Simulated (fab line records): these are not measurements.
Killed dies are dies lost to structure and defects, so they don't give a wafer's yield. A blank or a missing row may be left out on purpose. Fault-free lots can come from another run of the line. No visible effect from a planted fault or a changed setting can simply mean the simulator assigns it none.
fab line records ; flow nandHarc
record lots=6; wafers=18; lastDay=33
route steps=1302 shown A_CONTACT@1016 END@1302
lots untouched by any fault: they come from a run of this same line in which no faults occurred
startH: start of the lot's first displayed wafer, in hours after the record's first day ; waitH: hours from the lot's prior step to this one ; " same as the row above ; L1.1+2: a row that stands for several wafers ; - no value present, or no start provided ; * or withheld: withheld ; < > ~ a bound
route shown NAME@n: a module of which the file shows steps, and the number in the route of the first ; usual: mean/standard deviation taken from wafers without a fault ; same: alike in all rows ; chamber/n: place in a boat ; sites: the reading at each site ; _std_site: standard deviation across them ; _edge_site: outer sites' mean less inner sites' ; radiusMm: how far each site lies from the wafer's centre ; mask NAME#n: copy n ; behind: the most recent tool/chamber to have shaped the wafer ; hold: the reason the lot was held/the length of the hold in hours/how it ended ; device: the transistor (n, p or np) that didn't switch ; end of line: tests run on the same wafers once the route is complete ; step lacking rows: just its recipe ; killed: the dies lost at the first sort to structure and to defects; this is not the yield of the wafer ; map: the dies of a wafer, with x for killed, . for not killed, _ for no die there
set.NAME: the run value of the setting; set.NAME@STEP: its run value at that earlier step ; model.NAME: the simulator's own value behind a step, which no gauge read
lots seen at some steps along the route; tables by step, rows by wafer
services: from which hour (startH, from the record's first day; less than 0 if before it) a tool's chamber was out of use, for how many hours, and why
## steps
# step NHARC_A_CONTACT_ETCH_122
# recipe sourceW=withheld; pressureMtorr=20; biasV=3000; timeS=190; targetDepthA=18500; arFlowSccm=withheld; c4f8FlowSccm=withheld; o2FlowSccm=withheld; chemistry=C4F8/O2/Ar
# step NHARC_A_CONTACT_ETCH_123
# recipe sourceW=withheld; pressureMtorr=20; biasV=400; timeS=490; targetDepthA=21100; arFlowSccm=withheld; c4f8FlowSccm=11.5; o2FlowSccm=7.2; chemistry=C4F8/O2/Ar
# step NHARC_A_CONTACT_ETCH_90
# recipe targetDepthA=400; overEtchFrac=0.5; timeS=85.7; ionEnergyEv=120; ch3fFlowSccm=50; o2FlowSccm=30; arFlowSccm=200; rfW=500; biasW=100; chemistry=CH3F/O2
# usual drypumpMotorCurrentA=5.8/0.54; mfcArSccm=200.0/0.57; oesProductAu=0.96/0.036; rfVppV=244.6/1.5; showerheadPlenumPTorr=2.47/0.091; throttleValvePct=20.663/0.0087
# same timeS=85.7
lot.wafer;tool;chamber;startH;waitH;drypumpMotorCurrentA;mfcArSccm;oesProductAu;rfHoursCounterH;rfVppV;showerheadPlenumPTorr;throttleValvePct
L698.1;rieDiel-09;3;487.18;0.8;5.5;200.0;0.93;29;245.3;2.54;20.671
L698.2;rieDiel-09;2;487.18;0.8;5.1;200.4;0.92;29;242.6;2.42;20.660
L698.5;rieDiel-09;0;487.18;0.8;6.3;199.5;0.92;-;246.8;2.55;20.667
L700.3;rieDiel-08;2;509.08;0.6;5.4;200.5;0.93;43;242.1;2.34;20.663
L700.2;rieDiel-08;3;509.08;0.6;5.7;199.4;0.93;45;243.9;2.39;20.669
L700.1;rieDiel-08;0;509.08;0.6;5.3;200.8;0.93;42;245.8;2.59;20.661
L706.2;rieDiel-09;0;576.71;0.8;6.4;200.4;0.93;12;246.8;2.54;20.659
L706.3;rieDiel-09;2;576.71;0.8;5.1;199.9;0.92;11;244.5;2.41;20.681
L706.5;rieDiel-09;3;576.71;0.8;5.5;199.5;0.93;-;243.4;2.54;20.663
L715.4;rieDiel-09;3;652.59;0.7;5.5;199.2;0.94;25;246.6;2.53;20.667
L715.1;rieDiel-09;1;652.59;0.7;6.5;200.4;0.94;22;243.5;2.39;20.668
L715.6;rieDiel-09;0;652.59;0.7;6.4;200.3;0.92;-;246.7;2.54;20.669
L714.3;rieDiel-08;3;667.17;0.7;5.7;199.7;0.94;37;243.0;2.37;20.661
L714.4;rieDiel-08;0;667.17;0.7;5.3;199.9;0.93;31;245.9;2.57;20.662
L714.5;rieDiel-08;0;667.17;0.7;5.3;199.7;0.92;-;245.7;2.57;20.658
L721.3;rieDiel-09;1;720.18;0.6;6.5;200.9;0.91;7;243.7;2.39;20.659
L721.4;rieDiel-09;2;720.18;0.6;5.1;200.6;0.92;6;244.7;2.40;20.657
L721.6;rieDiel-09;0;720.18;0.6;6.4;200.1;0.92;-;245.1;2.53;20.659
# step NHARC_A_CONTACT_ETCH_96
# recipe targetDepthA=200; overEtchFrac=0.5; timeS=10; ionEnergyEv=250; c4f6FlowSccm=25; o2FlowSccm=20; arFlowSccm=500; rfW=600; biasW=500; chemistry=C4F6/O2
# step NHARC_A_CONTACT_CD_MEAS_53
# usual cdNm=289.8/0.68
lot.wafer;tool;chamber;startH;waitH;cdNm
L698.1;cdSem-03;-;487.40;-;289.6
L698.2;cdSem-03;-;487.40;-;289.4
L698.5;cdSem-03;-;487.40;-;289.5
L700.1;cdSem-01;-;509.30;-;289.2
L700.2;cdSem-01;-;509.30;-;289.1
L700.3;cdSem-01;-;509.30;-;289.7
L706.2;cdSem-02;-;576.93;-;290.2
L706.3;cdSem-02;-;576.93;-;289.6
L706.5;cdSem-02;-;576.93;-;290.0
L715.1;cdSem-03;-;652.81;-;289.8
L715.4;cdSem-03;-;652.81;-;289.7
L715.6;cdSem-03;-;652.81;-;289.4
L714.3;cdSem-01;-;667.39;-;289.8
L714.4;cdSem-01;-;667.39;-;290.0
L714.5;cdSem-01;-;667.39;-;289.3
L721.3;cdSem-01;-;720.39;-;290.7
L721.4;cdSem-01;-;720.39;-;290.8
L721.6;cdSem-01;-;720.39;-;291.3
# step NHARC_A_CONTACT_STRIP_99
# recipe n2FlowSccm=150; h2FlowSccm=150; arFlowSccm=0; biasW=0; chemistry=N2/H2
# step NHARC_A_CONTACT_STRIP_100
# recipe cf4FlowSccm=100; chf3FlowSccm=30; arFlowSccm=0; biasW=0; chemistry=CF4/CHF3
# step NHARC_A_CONTACT_STRIP_101
# recipe o2FlowSccm=400; cosFlowSccm=20; arFlowSccm=0; biasW=0; chemistry=O2/COS
# step NHARC_A_CONTACT_ETCH_102
# recipe targetDepthA=1000; overetchA=100; timeS=55; ionEnergyEv=100; cf4FlowSccm=80; o2FlowSccm=20; arFlowSccm=0; rfW=300; biasW=100; chemistry=CF4/O2
# step NHARC_A_CONTACT_STRIP_55
# recipe o2FlowSccm=500; arFlowSccm=0; biasW=0; chemistry=O2
# step NHARC_A_CONTACT_STRIP_56
# recipe timeS=600; tempC=30; chemistry=postEtchResidueRemover
# step NHARC_A_CONTACT_DEP_57
# recipe targetThkA=53000; tempC=400; material=aC
# step NHARC_A_CONTACT_DEP_58
# recipe targetThkA=900; targetThkNm=90; tempC=400; pressureTorr=3.5; flowSccm=200; rfW=350; material=SiON
# usual heaterPowerW=728/63
lot.wafer;tool;chamber;startH;waitH;heaterPowerW
L698.2;pecvd-04;2;491.58;2.2;673
L698.1;pecvd-04;1;491.58;2.2;767
L698.5;pecvd-04;0;491.58;2.2;651
L700.2;pecvd-02;2;514.57;2.2;763
L700.1;pecvd-02;0;514.57;2.2;688
L700.3;pecvd-02;1;514.57;2.2;807
L706.3;pecvd-02;1;584.62;1.6;788
L706.2;pecvd-02;0;584.62;1.6;723
L706.5;pecvd-02;0;584.62;1.6;728
L715.1;pecvd-04;2;658.89;2.8;708
L715.4;pecvd-04;0;658.89;2.8;649
L715.6;pecvd-04;1;658.89;2.8;655
L714.3;pecvd-04;1;673.33;1.7;772
L714.4;pecvd-04;0;673.33;1.7;657
L714.5;pecvd-04;2;673.33;1.7;713
L721.3;pecvd-03;1;724.61;1.7;677
L721.6;pecvd-03;0;724.61;1.7;803
L721.4;pecvd-03;1;724.61;1.7;647
# step NHARC_A_CONTACT_DEHYDRATE_59
# recipe tempC=150; timeS=120
# step NHARC_A_CONTACT_HMDS_60
# recipe timeS=30
# step NHARC_A_CONTACT_COAT_61
# recipe tempC=260; timeS=75
# step NHARC_A_CONTACT_COAT_62
# recipe tempC=225; timeS=65
# step NHARC_A_CONTACT_COAT_63
# recipe spinRpm=1500; resistThkNm=90
# step NHARC_A_CONTACT_SOFTBAKE_64
# recipe tempC=105; timeS=55
# step NHARC_A_CONTACT_EBR_65
# step NHARC_A_CONTACT_EXPOSE_66
# recipe na=1.35; sigmaOuter=0.8; doseMj=59.02; maskId=A_CC_2
# step NHARC_A_CONTACT_PEB_67
# recipe pebTempC=100; pebTimeS=65
# step NHARC_A_CONTACT_DEVELOP_68
# recipe developTimeS=35; devTempC=23
# step NHARC_A_CONTACT_CD_MEAS_69
# recipe targetCdNm=300; landingEnergyEv=500
# usual cdNm=299.9/0.47
lot.wafer;tool;chamber;startH;waitH;cdNm
L698.1;cdSem-02;0;492.18;-;299.3
L698.2;cdSem-02;0;492.18;-;298.8
L698.5;cdSem-02;0;492.18;-;299.9
L700.1;cdSem-03;0;515.30;-;299.4
L700.2;cdSem-03;0;515.30;-;299.3
L700.3;cdSem-03;0;515.30;-;299.3
L706.2;cdSem-02;0;585.22;-;299.9
L706.3;cdSem-02;0;585.22;-;299.8
L706.5;cdSem-02;0;585.22;-;300.1
L715.1;cdSem-01;0;659.56;-;299.0
L715.4;cdSem-01;0;659.56;-;299.5
L715.6;cdSem-01;0;659.56;-;298.7
L714.3;cdSem-03;0;674.03;-;300.1
L714.4;cdSem-03;0;674.03;-;299.9
L714.5;cdSem-03;0;674.03;-;300.2
L721.3;cdSem-01;0;725.28;-;299.9
L721.4;cdSem-01;0;725.28;-;300.3
L721.6;cdSem-01;0;725.28;-;300.3
# step NHARC_A_CONTACT_OVL_MEAS_70
# usual overlayXNm=0.3/0.96; overlayYNm=0.0/0.6
lot.wafer;tool;chamber;startH;waitH;overlayXNm;overlayYNm
L698.1;overlay-02;-;492.26;-;0.0;-0.1
L698.2;overlay-02;-;492.26;-;0.4;-0.1
L698.5;overlay-02;-;492.26;-;0.6;-0.7
L700.1;overlay-01;-;515.38;-;0.4;-0.3
L700.2;overlay-01;-;515.38;-;0.6;0.6
L700.3;overlay-01;-;515.38;-;0.5;-0.3
L706.2;overlay-02;-;585.31;-;1.0;1.4
L706.3;overlay-02;-;585.31;-;1.7;0.6
L706.5;overlay-02;-;585.31;-;1.3;0.5
L715.1;overlay-01;-;659.65;-;-1.0;0.9
L715.4;overlay-01;-;659.65;-;-0.8;0.0
L715.6;overlay-01;-;659.65;-;-0.4;0.8
L714.3;overlay-02;-;674.12;-;0.9;0.7
L714.4;overlay-02;-;674.12;-;0.7;0.3
L714.5;overlay-02;-;674.12;-;0.9;0.5
L721.3;overlay-02;-;725.36;-;0.5;-0.4
L721.4;overlay-02;-;725.36;-;0.4;-1.1
L721.6;overlay-02;-;725.36;-;0.4;-0.2
# step NHARC_A_CONTACT_INSPECT_71
# usual rawDefectCount=93/38
lot.wafer;tool;chamber;startH;waitH;rawDefectCount
L698.1;defectInspect-01;-;492.30;0.0;142
L698.2;defectInspect-01;-;492.30;0.0;141
L698.5;defectInspect-01;-;492.30;0.0;148
L700.1;defectInspect-01;-;515.42;0.0;63
L700.2;defectInspect-01;-;515.42;0.0;65
L700.3;defectInspect-01;-;515.42;0.0;54
L706.2;defectInspect-02;-;585.35;0.0;102
L706.3;defectInspect-02;-;585.35;0.0;126
L706.5;defectInspect-02;-;585.35;0.0;130
L715.1;defectInspect-01;-;659.68;0.0;112
L715.4;defectInspect-01;-;659.68;0.0;117
L715.6;defectInspect-01;-;659.68;0.0;119
L714.3;defectInspect-01;-;674.15;0.0;166
L714.4;defectInspect-01;-;674.15;0.0;127
L714.5;defectInspect-01;-;674.15;0.0;147
L721.3;defectInspect-02;-;725.40;0.0;65
L721.4;defectInspect-02;-;725.40;0.0;78
L721.6;defectInspect-02;-;725.40;0.0;86
# step NHARC_A_CONTACT_DESCUM_74
# recipe timeS=3; o2FlowSccm=200; arFlowSccm=0; biasPowerW=0; chemistry=O2
# usual drypumpMotorCurrentA=5.7/0.54; mfcArSccm=0.011/0.012; oesProductAu=0.997/0.008; rfVppV=57.7/0.94; showerheadPlenumPTorr=1.91/0.069; throttleValvePct=11.311/0.0085
# same timeS=3
lot.wafer;tool;chamber;startH;waitH;drypumpMotorCurrentA;mfcArSccm;oesProductAu;rfHoursCounterH;rfVppV;showerheadPlenumPTorr;throttleValvePct
L698.1;rieDiel-09;1;492.36;0.1;6.6;0.010;0.998;27;56.6;1.87;11.322
L698.2;rieDiel-09;3;492.36;0.1;5.5;0;0.992;29;56.5;1.98;11.310
L698.5;rieDiel-09;1;492.36;0.1;6.5;0.010;0.994;-;56.9;1.87;11.321
L700.1;rieDiel-09;1;515.48;0.1;6.5;0.010;1.002;1;58.0;1.87;11.317
L700.2;rieDiel-09;3;515.48;0.1;5.4;0;1.009;1;57.8;1.98;11.304
L700.3;rieDiel-09;0;515.48;0.1;6.3;0;0.994;1;57.5;1.98;11.312
L706.3;rieDiel-09;1;585.41;0.1;6.5;0.010;1.004;14;56.4;1.86;11.298
L706.2;rieDiel-09;2;585.41;0.1;5.1;0.020;0.992;12;58.3;1.87;11.291
L706.5;rieDiel-09;2;585.41;0.1;5.1;0.020;0.988;-;58.9;1.87;11.300
L715.4;rieDiel-09;3;659.75;0.1;5.4;0;1.008;25;58.9;1.97;11.286
L715.1;rieDiel-09;0;659.75;0.1;6.4;0;0.996;21;59.4;1.98;11.295
L715.6;rieDiel-09;2;659.75;0.1;5.1;0.020;1.004;-;56.3;1.87;11.308
L714.3;rieDiel-04;1;674.23;0.1;4.8;0.024;1.003;52;56.1;1.80;11.302
L714.4;rieDiel-04;2;674.23;0.1;5.8;0.014;0.990;45;59.1;2.01;11.323
L714.5;rieDiel-04;0;674.23;0.1;5.8;0;1.004;-;56.0;1.89;11.317
L721.4;rieDiel-09;3;725.47;0.1;5.5;0;0.991;8;57.3;1.97;11.310
L721.3;rieDiel-09;1;725.47;0.1;6.5;0.010;0.985;7;56.9;1.86;11.313
L721.6;rieDiel-09;3;725.47;0.1;5.5;0;0.989;-;57.1;1.97;11.308
# step NHARC_A_CONTACT_ETCH_75
# recipe targetDepthA=390; overEtchFrac=0.3; timeS=65; ionEnergyEv=80; cf4FlowSccm=150; arFlowSccm=0; rfW=300; biasW=100; chemistry=CF4
# step NHARC_A_CONTACT_ETCH_76
# recipe targetDepthA=2600; overEtchFrac=0.3; timeS=475.3; ionEnergyEv=200; n2FlowSccm=150; h2FlowSccm=150; arFlowSccm=0; rfW=400; biasW=150; chemistry=N2/H2
# step NHARC_A_CONTACT_ETCH_77
# recipe targetDepthA=1089; timeS=54.5; cf4FlowSccm=100; chf3FlowSccm=30; arFlowSccm=0; rfW=500; biasW=200; chemistry=CF4/CHF3
# step NHARC_A_CONTACT_ETCH_78
# recipe targetDepthA=53000; overEtchFrac=0.3; timeS=1378; ionEnergyEv=150; o2FlowSccm=400; cosFlowSccm=20; arFlowSccm=0; rfW=500; biasW=300; chemistry=O2/COS
# usual drypumpMotorCurrentA=5.7/0.54; mfcArSccm=0.011/0.013; oesProductAu=0.995/0.0083; rfVppV=314.6/1.8; showerheadPlenumPTorr=3.14/0.11; throttleValvePct=28.331/0.0081
# same timeS=1378
lot.wafer;tool;chamber;startH;waitH;drypumpMotorCurrentA;mfcArSccm;oesProductAu;rfHoursCounterH;rfVppV;showerheadPlenumPTorr;throttleValvePct
L698.2;rieDiel-09;1;-;-;6.6;0.010;0.988;28;312.9;3.05;28.323
L698.1;rieDiel-09;3;-;-;5.4;0;1.000;29;317.1;3.22;28.318
L698.5;rieDiel-09;1;-;-;6.6;0.010;0.989;-;312.9;3.05;28.316
L700.2;rieDiel-09;0;-;-;6.4;0;0.998;2;315.4;3.23;28.332
L700.3;rieDiel-09;1;-;-;6.6;0.010;1.001;2;313.4;3.05;28.325
L700.1;rieDiel-09;2;-;-;5.1;0.020;0.998;2;313.7;3.07;28.322
L706.2;rieDiel-09;1;-;-;6.6;0.010;0.998;14;313.7;3.04;28.329
L706.3;rieDiel-09;2;-;-;5.1;0.020;0.994;13;314.3;3.06;28.325
L706.5;rieDiel-09;2;-;-;5.1;0.020;0.995;-;315.5;3.06;28.338
L715.4;rieDiel-09;0;-;-;6.4;0;0.989;22;314.7;3.22;28.327
L715.1;rieDiel-09;1;-;-;6.6;0.010;0.996;22;313.0;3.04;28.328
L715.6;rieDiel-09;1;-;-;6.6;0.010;0.999;-;314.7;3.04;28.324
L714.3;rieDiel-04;0;-;-;5.8;0;1.001;51;314.9;3.08;28.321
L714.4;rieDiel-04;1;-;-;4.8;0.024;1.000;52;310.4;2.94;28.336
L714.5;rieDiel-04;2;-;-;5.8;0.014;1.004;-;317.0;3.27;28.328
L721.4;rieDiel-09;0;-;-;6.4;0;0.991;9;316.9;3.21;28.328
L721.3;rieDiel-09;1;-;-;6.5;0.010;0.986;8;313.3;3.03;28.333
L721.6;rieDiel-09;3;-;-;5.4;0;0.997;-;313.7;3.21;28.324
# step NHARC_A_CONTACT_ETCH_124
# recipe sourceW=withheld; pressureMtorr=20; biasV=withheld; timeS=140; targetDepthA=7000; arFlowSccm=withheld; c4f8FlowSccm=withheld; o2FlowSccm=withheld; chemistry=C4F8/O2/Ar
# step NHARC_A_CONTACT_ETCH_125
# recipe sourceW=withheld; pressureMtorr=20; biasV=3000; timeS=197; targetDepthA=19180; arFlowSccm=withheld; c4f8FlowSccm=withheld; o2FlowSccm=withheld; chemistry=C4F8/O2/Ar
# step NHARC_A_CONTACT_ETCH_126
# recipe sourceW=withheld; pressureMtorr=20; biasV=3000; timeS=197; targetDepthA=19180; arFlowSccm=withheld; c4f8FlowSccm=withheld; o2FlowSccm=withheld; chemistry=C4F8/O2/Ar
# step NHARC_A_CONTACT_ETCH_127
# recipe sourceW=withheld; pressureMtorr=20; biasV=3000; timeS=197; targetDepthA=19180; arFlowSccm=withheld; c4f8FlowSccm=withheld; o2FlowSccm=withheld; chemistry=C4F8/O2/Ar
# step NHARC_A_CONTACT_ETCH_128
# recipe sourceW=withheld; pressureMtorr=20; biasV=3000; timeS=197; targetDepthA=19180; arFlowSccm=withheld; c4f8FlowSccm=withheld; o2FlowSccm=withheld; chemistry=C4F8/O2/Ar
# step NHARC_A_CONTACT_ETCH_129
# recipe sourceW=withheld; pressureMtorr=20; biasV=3000; timeS=197; targetDepthA=19180; arFlowSccm=withheld; c4f8FlowSccm=withheld; o2FlowSccm=withheld; chemistry=C4F8/O2/Ar
# step NHARC_A_CONTACT_ETCH_130
# recipe sourceW=withheld; pressureMtorr=20; biasV=3000; timeS=197; targetDepthA=19180; arFlowSccm=withheld; c4f8FlowSccm=withheld; o2FlowSccm=withheld; chemistry=C4F8/O2/Ar
# step NHARC_A_CONTACT_ETCH_131
# recipe sourceW=withheld; pressureMtorr=20; biasV=3000; timeS=197; targetDepthA=19180; arFlowSccm=withheld; c4f8FlowSccm=withheld; o2FlowSccm=withheld; chemistry=C4F8/O2/Ar
# step NHARC_A_CONTACT_ETCH_132
# recipe sourceW=withheld; pressureMtorr=20; biasV=3000; timeS=197; targetDepthA=19240; arFlowSccm=withheld; c4f8FlowSccm=withheld; o2FlowSccm=withheld; chemistry=C4F8/O2/Ar
# usual oesAirLineAu=1.000/0.019
# same timeS=197
lot.wafer;tool;chamber;startH;waitH;oesAirLineAu;rfHoursCounterH
L698.1;harCapEtch-02;0;495.70;0.2;0.999;84
L698.2;harCapEtch-02;1;495.70;0.2;1.043;84
L698.5;harCapEtch-02;0;495.70;0.2;1.011;-
L700.1;harCapEtch-01;1;518.46;0.1;1.025;1
L700.2;harCapEtch-01;0;518.46;0.1;1.025;1
L700.3;harCapEtch-01;0;518.46;0.1;1.021;-
L706.2;harCapEtch-01;0;589.32;0.2;0.970;12
L706.3;harCapEtch-01;1;589.32;0.2;1.005;-
L706.5;harCapEtch-01;0;589.32;0.2;0.984;-
L715.1;harCapEtch-03;1;663.21;0.2;0.942;70
L715.4;harCapEtch-03;1;663.21;0.2;0.979;-
L715.6;harCapEtch-03;0;663.21;0.2;0.988;-
L714.4;harCapEtch-03;1;677.74;0.2;0.989;-
L714.3;harCapEtch-03;0;677.74;0.2;0.972;-
L714.5;harCapEtch-03;1;677.74;0.2;1.007;-
L721.4;harCapEtch-02;1;728.65;0.1;0.978;-
L721.3;harCapEtch-02;0;728.65;0.1;1.005;-
L721.6;harCapEtch-02;1;728.65;0.1;0.976;-
# step NHARC_A_CONTACT_ETCH_133
# recipe sourceW=withheld; pressureMtorr=20; biasV=400; timeS=374; targetDepthA=16100; arFlowSccm=withheld; c4f8FlowSccm=11.5; o2FlowSccm=7.2; chemistry=C4F8/O2/Ar
# usual oesAirLineAu=1.000/0.019
# same timeS=374
lot.wafer;tool;chamber;startH;waitH;oesAirLineAu;rfHoursCounterH
L698.1;harCapEtch-02;0;495.94;0.2;0.972;84
L698.2;harCapEtch-02;1;495.94;0.2;0.977;84
L698.5;harCapEtch-02;0;495.94;0.2;0.993;-
L700.1;harCapEtch-01;1;518.64;0.1;0.992;1
L700.2;harCapEtch-01;0;518.64;0.1;1.013;1
L700.3;harCapEtch-01;0;518.64;0.1;1.023;-
L706.2;harCapEtch-01;0;589.56;0.2;1.002;12
L706.3;harCapEtch-01;1;589.56;0.2;1.022;-
L706.5;harCapEtch-01;0;589.56;0.2;0.974;-
L715.1;harCapEtch-03;1;663.45;0.2;0.968;70
L715.4;harCapEtch-03;1;663.45;0.2;1.004;-
L715.6;harCapEtch-03;0;663.45;0.2;1.008;-
L714.4;harCapEtch-03;1;678.08;0.3;0.956;-
L714.3;harCapEtch-03;0;678.08;0.3;0.993;-
L714.5;harCapEtch-03;1;678.08;0.3;1.007;-
L721.4;harCapEtch-02;1;728.90;0.2;0.997;-
L721.3;harCapEtch-02;0;728.90;0.2;0.977;-
L721.6;harCapEtch-02;1;728.90;0.2;0.988;-
# step NHARC_A_CONTACT_ETCH_91
# recipe targetDepthA=400; overEtchFrac=0.5; timeS=85.7; ionEnergyEv=120; ch3fFlowSccm=50; o2FlowSccm=30; arFlowSccm=200; rfW=500; biasW=100; chemistry=CH3F/O2
# step NHARC_END_SORT_01
# recipe tempC=25
# usual killedAtArray=60/21; killedAtOther=1.0/1.2; killedAtPeriphery=4.2/2.8; killedDies=65/20; killedOpen=3.1/1.8; killedShort=2.6/1.6
# same grossDies=677
lot.wafer;tool;chamber;startH;waitH;killedAtArray;killedAtOther;killedAtPeriphery;killedDies;killedOpen;killedShort
L715.6;prober-01;0;726.49;4.0;560;0;4;564;2;2
L714.3;prober-02;0;737.15;3.1;595;0;7;602;5;2
# killed by level:class
L715.6 A_CONTACT:areaDep=486 A_SLIT:chamberFilmFlake=32 A_CHANNEL_HOLE_D1:chamberFilmFlake=27 A_STAIRCASE:chamberFilmFlake=7 P_GATE:chamberFilmFlake=2 P_M1:geometricParticle:short=1 A_ONON_D1:geometricParticle:open=1 A_SGD_CUT:geometricParticle:short=1
L714.3 A_CONTACT:areaDep=507 A_CHANNEL_HOLE_D1:chamberFilmFlake=32 A_SLIT:chamberFilmFlake=27 A_CHANNEL_HOLE_D2:chamberFilmFlake=11 A_CONTACT:chamberFilmFlake=7 P_M1:chamberFilmFlake=4 A_STAIRCASE:chamberFilmFlake=4 A_ONON_D1:geometricParticle:open=2
# map L714.3 (x killed, . not)
____________.____________
_________xxxxxx._________
_______xx.xxxx.xxx_______
______x.xxxxxxxxxx.______
_____.xx.x.xxxxxxx.x_____
____xxxxxxxxxxxxxxxxx____
____x.xxx.xxxxxxxxxxx____
___.x.xxxxxxxxxx.xxxx.___
___xxxx.xxxxxxxxxxxxxx___
__xx.xxxxxxxxxxxxxxxxxx__
__x.x.xxxxxxxxxxxxxxxxx__
_xxx.xxxxxxxxxxxxxxxxxxx_
_xxxxxxxxxxxxxxxxxxxxxxx_
_x.xxxxxxxxxxxxxxxxxxxxx_
_xxxx.xxxxxxxxxxxxxxxxxx_
_.xxxxxxxxx.xxxxxxxxxxxx_
x..xxxxxx.xxxx.xxxxxxxxxx
xxxxxx.xxxxxxxxxxxxxxxxxx
x.xxxxxxxxxxxxxxxxxxxxxxx
xxxxxx.xxxxxxxxxxxxxxxxx.
xx...xxxxxxxxxxxxxxxxxx.x
_xxxxxxxxxxxxxxxxxxxxxxx_
_xx.xxxxxxxxxxxxxxxxxxxx_
_.xxxxx.xxxxxxxxxxxxxx.x_
_xx.xx.xxxxxxxxxxxxxxx.._
_x.xxxxxxxxxxxxxxxxxx.xx_
__.x.xxxxxxxxxxxxxxxxxx__
__.xx.xxxxxxxxxxxxxxxxx__
___x.xxxxxxxxx.xxxxx.x___
___xx.xxxxxxxxxxxxxxxx___
____xxx.xxxxxxxxxxxxx____
____xxxx.xxxxxxxxxx.x____
_____x...xxxxxxxxxxx_____
______.xx.x.x.xx..x______
_______xxxx.xx.x.x_______
_________x.x...x_________
____________.____________
# map L715.6 (x killed, . not)
____________.____________
_________x.....x_________
_______.x.xxxx..xx_______
______.xxxx.x.xx...______
_____x..xxxxxxxxxxxx_____
____.xxx.xxxxxxxxxxx.____
____.x.xxxxxxxxxxxxxx____
___..xxxxxxxxxxxxxx.x.___
___.xxxxxxxxxxxxxxxxxx___
__xxxxxxxxxxxxxxxxxx...__
__x.xxxxxxxxxxxxxxxx.xx__
_.xx.xxxxxxxxxxxxxxxxx.._
_xxxxxxxxxxxxxxxxxxxxxxx_
_.xxxxxxxxxxxxxxxxxxxxxx_
_xxxxxxxxxxxxxxxxxxxxxx._
_x.xxxxxxxxxxxxxxxxxxxxx_
..xxxxxxxxxxxxxxxxxxxxxx.
.x.xxxxxxxxxxxxxxxxxxxx.x
...xxxxxxxxxxxxxxxxxxx.x.
x.xxxxxxxxxxxxxxxxxxxxxxx
..xxxxxxxxxxxxxxxxxxxxxx.
_.xxxxxxxxxxxxxxxxxxxxxx_
_.xxxxxxxxxxxxxxxxxxxx.._
_.xxx.xxxxxxxxxxxxxxxxxx_
_..xxxxxxxxxxxxxxxxxxxxx_
_..xxxxxxxxxxxxxxxxxx.x._
__..xxxxxxxxxxxxxxxx.xx__
__.xxxxxxxxxxxxxxxx.xx.__
___x.xxxxxxxxxxxxxxx.x___
___.xxxxxxxxxxxxxxxx..___
____xxxxxxxxxxxxxxxx.____
____...xx..xxxxxxxxxx____
_____...xxxxxx.x.x.x_____
______..x.xx..xxx.x______
_______.......xx.._______
_________......._________
____________.____________
## services
tool;chamber;startH;hours;kind
pecvd-02;1;464.95;13.5;repair
harCapEtch-01;-;497.00;17.0;pm
rieDiel-09;2;497.25;9.1;repair
rieDiel-09;-;497.34;9.0;pm
pecvd-04;-;505.43;0.5;repair
rieDiel-04;-;533.20;9.0;pm
rieDiel-08;-;544.93;9.0;pm
rieDiel-04;2;556.72;1.8;repair
rieDiel-09;0;581.81;9.6;repair
rieDiel-09;1;587.72;7.1;repair
pecvd-02;-;589.11;13.0;pm
rieDiel-08;0;589.91;4.2;repair
harCapEtch-03;-;615.84;2.5;repair
pecvd-04;-;631.24;13.0;pm
pecvd-02;-;636.68;1.6;repair
rieDiel-08;0;648.43;6.6;repair
harCapEtch-03;-;672.17;0.1;repair
harCapEtch-02;-;672.76;0.7;repair
rieDiel-09;-;674.34;9.0;pm
rieDiel-04;-;682.47;1.1;repair
rieDiel-04;3;695.41;1.6;repair
harCapEtch-01;-;698.50;0.9;repair
pecvd-04;-;705.72;0.7;repair
rieDiel-04;-;710.20;9.0;pm
## key
firstSign step=NHARC_END_SORT_01; reading=killedDies; direction=up; sigmas=26; usual=65; struck=583
effect step=NHARC_END_SORT_01; reading=killedAtArray; direction=up; sigmas=25; usual=60; struck=578
moreKillsBornAt NHARC_A_CONTACT_DEP_58@pecvd-04=993
metAt NHARC_A_CONTACT_DEP_58
struckWafers L714.3,L715.6
laterRowsLeftOut L714.3,L715.6
testerLeftOut L714,L715
onsetBetween 491.58 658.89
fault kind=processParameterDrift; tool=pecvd-04; chamber=1; onsetH=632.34; steps=NHARC_A_CONTACT_DEP_58; channel=targetThkA; offset=*; shape=step; endH=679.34; actsIn=*; stated=*
# testerLeftOut: of these lots the tester's yield and bins aren't shown, on N5 and GAA mostly nor the transistor test; their killed dies are dies lost to structure and defects alone, not to doping, threshold or leakage, so they don't give the yield
# laterRowsLeftOut: the simulator's readings of these wafers behind a module that went badly wrong aren't trusted and aren't shown, but for the sort
